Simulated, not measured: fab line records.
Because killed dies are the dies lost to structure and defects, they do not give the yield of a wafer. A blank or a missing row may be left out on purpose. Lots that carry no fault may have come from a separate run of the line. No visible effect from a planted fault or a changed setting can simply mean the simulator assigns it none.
fab line records	flow n5-finfet
record: lots: 10	wafers: 28	last-day: 18
route steps=1938 shown BEOL_M0_SAQP@670 BEOL_M0_CUTY@709 BEOL_M4@1111
lots that met no fault: taken from a fault-free run of the same line
start-h: hours from the record's opening day to when the first of the lot's shown wafers began	wait-h: time in hours since the lot's previous step	" as in the row above	L1.1+2: a row that stands for several wafers	- value missing, or start not given	* or withheld: withheld	< > ~ a bound
route shown NAME@n: a module of which the file shows steps, and the number in the route of the first	usual: mean/standard deviation of fault-free wafers	same: alike in all rows	chamber/n: place in a boat	sites: per-site readings	_std_site: standard deviation of those values	_edge_site: the outer-site mean with the inner-site mean subtracted	radius-mm: for every site, how far away it sits from the centre of the wafer	mask NAME#n: copy n	behind: tool/chamber where the wafer was last shaped	hold: why the lot went on hold/how many hours it stayed there/how the hold came to an end	device: transistor that didn't switch, given as n, p or np	end of line: tests run on the same wafers once the route is complete	a step with no rows: only its recipe	killed: not the wafer's yield, but the dies lost to structure and defects at the first sort	map: the dies of a wafer, with x for killed, . for not killed, _ for no die there
set.NAME: the setting the step ran with; set.NAME@STEP: the setting that earlier step ran with	model.NAME: the simulator's own value behind a step, which no gauge read
one table for each step of the route and one row for each wafer, over a sample of lots
services: when a tool's chamber went out of use (start-h, in hours from the record's first day, below 0 if earlier), for how many hours, and the reason
== steps ==
step: N5_BEOL_M0_SAQP_RECESS_104
recipe: chemistry: HF/NH3	target: SiO2	target-depth-a: 180	afs-cycles: 3	temp-c: 30	sublimation-temp-c: 180	sublimation-time-s: 60
usual: drypump-motor-current-A: 5.6/0.54
lot.wafer	tool	chamber	start-h	wait-h	drypump-motor-current-A
L410.3	vapor-etch-01	1	125.65	0.2	5.2
L410.5	"	0	"	"	6.3
L418.2	vapor-etch-01	0	178.62	0.1	6.3
L418.5	"	1	"	"	5.2
L421.1	vapor-etch-01	1	191.22	0.1	5.2
L421.2	"	0	"	"	6.3
L421.5	"	0	"	"	6.3
L422.3	vapor-etch-01	1	194.99	0.3	5.2
L422.4	"	0	"	"	6.3
L422.5	"	1	"	"	5.2
L423.2	vapor-etch-02	0	203.11	0.1	5.0
L423.3	"	1	"	"	5.5
L423.5	"	0	"	"	5.0
L426.1	vapor-etch-01	0	218.10	0.1	6.3
L426.2	"	1	"	"	5.2
L426.5	"	0	"	"	6.3
L427.3	vapor-etch-01	0	226.84	0.2	6.3
L427.4	"	1	"	"	5.2
L427.6	"	0	"	"	6.3
L429.1	vapor-etch-01	0	238.03	0.1	6.3
L429.4	"	1	"	"	5.2
L429.6	"	1	"	"	5.2
L430.2	vapor-etch-01	1	242.42	0.1	5.2
L430.3	"	1	"	"	5.2
L430.4	"	0	"	"	6.3
L431.1	vapor-etch-02	1	251.11	0.1	5.5
L431.3	"	0	"	"	5.0
L431.6	"	1	"	"	5.5
step: N5_BEOL_M0_SAQP_ALD_48
recipe: material: SiO2	target-thk-a: 200	temp-c: 100	ald-precursor-family: BDEAS	ald-co-reactant: O2-plasma	pulse-time-s: 1	co-reactant-pulse-time-s: 1	purge-time-s: 2	co-reactant-purge-time-s: 2	ald-cycles: 139	pressure-torr: 2
usual: ald-cycles: 139/0	heater-power-w: 81/7.3	precursor-pulse-height-rel: 1.005/0.022
same: co-reactant-purge-time-s: 2
lot.wafer	tool	chamber	start-h	wait-h	ald-cycles	heater-power-w	precursor-pulse-height-rel
L410.3	ald-sin-01	1	127.95	0.0	139	82	1.002
L410.5	"	2	"	"	139	78	1.033
L418.2	ald-sin-01	1	183.12	0.0	163	83	1.004
L418.5	"	1	"	"	163	84	1.045
L421.1	ald-sin-03	2	194.61	0.0	139	71	0.987
L421.2	"	3	"	"	139	81	0.982
L421.5	"	0	"	"	139	97	0.986
L422.3	ald-sin-03	1	197.39	0.2	139	79	1.014
L422.4	"	3	"	"	139	79	0.999
L422.5	"	0	"	"	139	96	0.989
L423.2	ald-sin-04	0	205.45	0.0	139	71	1.027
L423.3	"	1	"	"	139	88	0.982
L423.5	"	3	"	"	139	68	1.003
L426.1	ald-sin-03	1	220.33	0.0	139	76	1.021
L426.2	"	0	"	"	139	97	0.996
L426.5	"	1	"	"	139	80	0.994
L427.3	ald-sin-03	3	229.28	0.0	139	80	1.020
L427.4	"	0	"	"	139	97	1.014
L427.6	"	0	"	"	139	96	0.952
L429.1	ald-sin-04	1	240.37	0.0	139	88	1.021
L429.4	"	0	"	"	139	70	1.019
L429.6	"	2	"	"	139	81	0.993
L430.2	ald-sin-01	3	244.77	0.0	139	80	1.042
L430.3	"	0	"	"	139	84	1.006
L430.4	"	1	"	"	139	84	1.003
L431.1	ald-sin-04	3	253.45	0.2	139	68	1.001
L431.3	"	2	"	"	139	80	0.997
L431.6	"	1	"	"	139	88	0.947
step: N5_BEOL_M0_SAQP_ETCH_49
recipe: chemistry: CF4/O2	target-depth-a: 370	target: SiO2	pressure-mtorr: 40	source-w: 535	bias-w: 49	Ar_flow_sccm: 100	cf4-flow-sccm: 100	O2_flow_sccm: 10	ion-energy-ev: 100
usual: O2_flow_sccm: 10.00/0.031	bias-w: 49.01/0.14	chamber-pressure-mTorr: 40.00/0.036	drypump-motor-current-A: 5.5/0.36	oes-product-au: 0.78/0.082	rf-vpp-V: 245/7.3	showerhead-plenum-p-Torr: 2.22/0.07	throttle-valve-pct: 15.90/0.21
lot.wafer	tool	chamber	start-h	wait-h	O2_flow_sccm	bias-w	chamber-pressure-mTorr	drypump-motor-current-A	oes-product-au	rf-hours-counter-h	rf-vpp-V	showerhead-plenum-p-Torr	throttle-valve-pct
L410.3	rie-diel-04	0	128.53	0.3	9.96	49.05	40.00	5.6	0.88	38	247	2.18	15.73
L410.5	"	0	"	"	9.98	48.92	40.07	5.6	0.87	-	250	2.18	15.73
L418.2	rie-diel-04	1	183.94	0.6	10.01	49.21	40.00	5.0	0.67	226	254	2.17	16.08
L418.5	"	3	"	"	9.97	48.83	39.99	5.4	0.72	-	237	2.29	16.01
L421.1	rie-diel-04	3	195.14	0.3	9.97	48.89	39.94	5.4	0.71	201	238	2.29	16.04
L421.2	"	2	"	"	9.95	48.95	39.97	5.7	0.72	169	237	2.11	15.88
L421.5	"	2	"	"	9.92	48.97	40.05	5.7	0.72	-	237	2.11	15.87
L422.3	rie-diel-04	3	197.91	0.3	10.02	48.98	40.02	5.4	0.70	202	237	2.29	16.03
L422.4	"	0	"	"	10.01	48.72	40.00	5.6	0.85	58	250	2.17	15.78
L422.5	"	2	"	"	9.98	48.78	40.01	5.7	0.72	-	236	2.11	15.88
L423.2	rie-diel-06	0	205.97	0.3	10.03	48.99	39.99	5.6	0.74	163	237	2.29	15.91
L423.3	"	2	"	"	9.95	48.91	39.95	6.1	0.77	136	246	2.20	15.87
L423.5	"	2	"	"	9.98	48.92	39.95	6.1	0.77	-	245	2.20	15.86
L426.1	rie-diel-02	3	220.86	0.3	9.98	48.84	40.01	5.7	0.88	52	241	2.32	16.00
L426.2	"	0	"	"	10.01	49.07	39.99	4.8	0.68	246	246	2.20	16.30
L426.5	"	2	"	"	9.98	48.94	40.00	5.8	0.90	-	237	2.16	15.42
L427.3	rie-diel-04	1	229.86	0.3	10.01	49.19	40.00	5.0	0.67	-	254	2.16	16.12
L427.4	"	3	"	"	10.01	49.12	39.96	5.4	0.70	-	238	2.28	16.06
L427.6	"	1	"	"	10.06	49.09	40.00	5.0	0.66	-	254	2.16	16.12
L429.1	rie-diel-06	3	240.90	0.3	10.01	48.78	39.96	5.2	0.84	56	255	2.32	15.59
L429.4	"	0	"	"	10.02	48.96	40.05	5.6	0.73	174	237	2.29	15.92
L429.6	"	3	"	"	9.96	49.00	39.94	5.2	0.84	-	255	2.32	15.58
L430.2	rie-diel-06	1	245.29	0.3	10.02	49.24	40.01	5.4	0.83	81	243	2.15	16.06
L430.3	"	0	"	"	10.03	49.08	39.93	5.5	0.74	175	237	2.29	15.93
L430.4	"	3	"	"	10.01	49.10	40.08	5.2	0.83	58	256	2.32	15.59
L431.1	rie-diel-04	2	253.97	0.3	9.99	48.93	39.96	5.7	0.70	188	236	2.11	15.89
L431.3	"	0	"	"	9.99	48.87	40.00	5.7	0.83	72	249	2.16	15.79
L431.6	"	3	"	"	10.05	48.82	40.02	5.4	0.69	-	236	2.28	16.07
step: N5_BEOL_M0_CUTY_OVL_MEAS_58
recipe: points-per-wafer: 44
usual: M0_ABLK_OVL: 0.9/0.86
same: points-per-wafer: 44
lot.wafer	tool	chamber	start-h	wait-h	M0_ABLK_OVL[nm]
L410.3	overlay-02	0	129.06	0.0	-0.7
L410.5	"	0	"	"	0.1
L418.2	overlay-02	0	184.46	0.0	0.5
L418.5	"	0	"	"	1.6
L421.1	overlay-02	0	195.66	0.0	2.5
L421.2	"	0	"	"	1.0
L421.5	"	0	"	"	2.5
L422.3	overlay-02	0	198.44	0.0	1.5
L422.4	"	0	"	"	1.0
L422.5	"	0	"	"	1.2
L423.2	overlay-01	0	206.50	0.0	2.2
L423.3	"	0	"	"	1.5
L423.5	"	0	"	"	1.5
L426.1	overlay-02	0	221.26	0.0	0.2
L426.2	"	0	"	"	1.6
L426.5	"	0	"	"	-1.0
L427.3	overlay-01	0	230.39	0.0	0.6
L427.4	"	0	"	"	1.4
L427.6	"	0	"	"	1.6
L429.1	overlay-02	0	241.42	0.0	2.3
L429.4	"	0	"	"	0.6
L429.6	"	0	"	"	1.6
L430.2	overlay-01	0	245.69	0.0	0.4
L430.3	"	0	"	"	0.2
L430.4	"	0	"	"	-0.3
L431.1	overlay-02	0	254.50	0.0	-0.7
L431.3	"	0	"	"	-0.4
L431.6	"	0	"	"	-0.5
step: N5_BEOL_M4_RC_MEAS_101
usual: DIBL_N: 37.5/2.5	DIBL_P: 38/3.1	IOFF_N: 0.19/0.059	IOFF_P: 0.24/0.061	ION_N: 679/16	ION_P: 465/9.8	SS_N: 72.0/0.8	SS_P: 73.7/0.86	VT_N: 248/4.5	VT_P: -249/3.5
lot.wafer	tool	chamber	start-h	wait-h	DIBL_N[mV/V]	DIBL_P[mV/V]	IOFF_N[nA/um]	IOFF_P[nA/um]	ION_N[uA/um]	ION_P[uA/um]	SS_N[mV/dec]	SS_P[mV/dec]	VT_N[mV]	VT_P[mV]
L410.3	prober-02	0	179.86	0.3	37.4	40	0.18	0.24	675	466	71.5	73.8	248	-248
L410.5	"	0	"	"	35.7	38	0.14	0.19	666	463	71.5	73.9	254	-252
L418.2	prober-01	0	251.57	0.2	39.7	42	0.30	0.37	716	484	72.8	74.3	239	-239
L418.5	"	0	"	"	36.6	38	0.21	0.29	701	486	71.9	74.4	241	-244
L421.1	prober-02	0	257.03	0.0	37.5	37	0.20	0.30	706	489	70.9	73.4	242	-244
L421.2	"	0	"	"	36.4	34	0.16	0.23	689	470	72.0	72.9	249	-248
L421.5	"	0	"	"	36.5	35	0.18	0.26	684	479	71.7	72.7	249	-244
L423.2	prober-01	0	258.22	0.2	39.9	42	0.28	0.31	702	470	72.3	74.8	242	-245
L423.3	"	0	"	"	39.4	43	0.25	0.32	690	468	71.7	75.0	246	-244
L423.5	"	0	"	"	39.4	43	0.26	0.32	686	470	72.6	74.6	243	-246
L422.3	prober-02	0	259.21	0.3	35.8	36	0.13	0.21	659	465	71.9	73.3	256	-249
L422.4	"	0	"	"	36.5	37	0.14	0.21	658	455	71.5	73.3	252	-250
L422.5	"	0	"	"	38.3	38	0.19	0.27	682	471	72.0	74.3	248	-248
L426.1	prober-02	0	284.19	0.0	34.5	35	0.14	0.21	668	462	70.9	73.5	249	-249
L426.2	"	0	"	"	36.0	35	0.14	0.20	668	459	71.2	73.8	251	-250
L426.5	"	0	"	"	39.9	40	0.24	0.28	696	475	71.8	74.1	244	-246
L427.3	prober-02	0	288.15	0.3	37.6	37	0.19	0.24	683	463	72.1	73.9	249	-249
L427.4	"	0	"	"	35.7	34	0.16	0.21	667	462	71.5	73.3	249	-250
L427.6	"	0	"	"	37.4	36	0.20	0.24	685	466	72.0	73.8	244	-250
L429.1	prober-01	0	310.43	0.0	38.6	42	0.21	0.29	685	475	72.0	74.4	247	-249
L429.4	"	0	"	"	39.0	39	0.20	0.23	676	455	71.8	74.7	247	-251
L429.6	"	0	"	"	39.9	41	0.23	0.26	687	466	72.2	74.6	245	-249
L430.2	prober-02	0	312.12	0.2	37.5	39	0.18	0.22	679	466	72.5	73.7	251	-252
L430.3	"	0	"	"	34.7	35	0.13	0.17	673	459	71.5	73.4	254	-252
L430.4	"	0	"	"	37.5	40	0.19	0.26	677	463	72.1	74.5	248	-249
L431.1	prober-02	0	317.13	0.0	36.5	37	0.18	0.22	681	462	72.6	73.0	250	-249
L431.3	"	0	"	"	36.5	39	0.19	0.27	690	476	72.7	74.0	247	-247
L431.6	"	0	"	"	36.0	37	0.15	0.20	677	461	72.3	73.7	253	-253
== services ==
tool	chamber	start-h	hours	kind
rie-diel-04	-	115.63	0.3	repair
ald-sin-03	-	142.68	6.1	pm
vapor-etch-01	-	162.02	0.9	repair
ald-sin-01	3	170.45	13.0	repair
rie-diel-06	3	176.37	19.3	repair
ald-sin-04	-	176.75	14.0	pm
ald-sin-04	0	176.75	14.0	vent-cycle
ald-sin-04	1	176.75	14.0	vent-cycle
ald-sin-04	2	176.75	14.0	vent-cycle
ald-sin-04	3	176.75	14.0	vent-cycle
ald-sin-04	0	190.75	-	clean
ald-sin-04	1	190.75	-	clean
ald-sin-04	2	190.75	-	clean
ald-sin-04	3	190.75	-	clean
ald-sin-01	2	205.75	6.1	repair
ald-sin-03	2	218.60	4.8	repair
ald-sin-01	1	221.23	11.0	repair
rie-diel-04	0	222.79	11.3	repair
rie-diel-04	2	228.08	2.4	repair
ald-sin-03	3	236.10	12.8	repair
rie-diel-04	1	249.86	-	clean
rie-diel-04	1	249.86	-	consumable-replace:focus-ring
rie-diel-04	1	249.86	12.2	scheduled-down
rie-diel-04	1	249.86	12.2	vent-cycle
== key ==
first-sign: step: N5_BEOL_M0_SAQP_ALD_48	reading: ald-cycles	direction: up	sigmas: 99+	usual: *	struck: *
effect none on later readings
met-at N5_BEOL_M0_SAQP_ALD_48
struck-lots L418
struck-wafers L418.2,L418.5
not-acting-at N5_BEOL_M0_SAQP_RECESS_104,N5_BEOL_M0_SAQP_ETCH_49,N5_BEOL_M0_CUTY_OVL_MEAS_58
onset-between 127.95 183.12
fault: kind: process-parameter-drift	tool: ald-sin-01	chamber: -	onset-h: 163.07	steps: N5_BEOL_M0_SAQP_ALD_48	channel: ald-cycles	offset: *	shape: step	end-h: 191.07	scope: struck-wafers-only	acts-in: *	stated: *
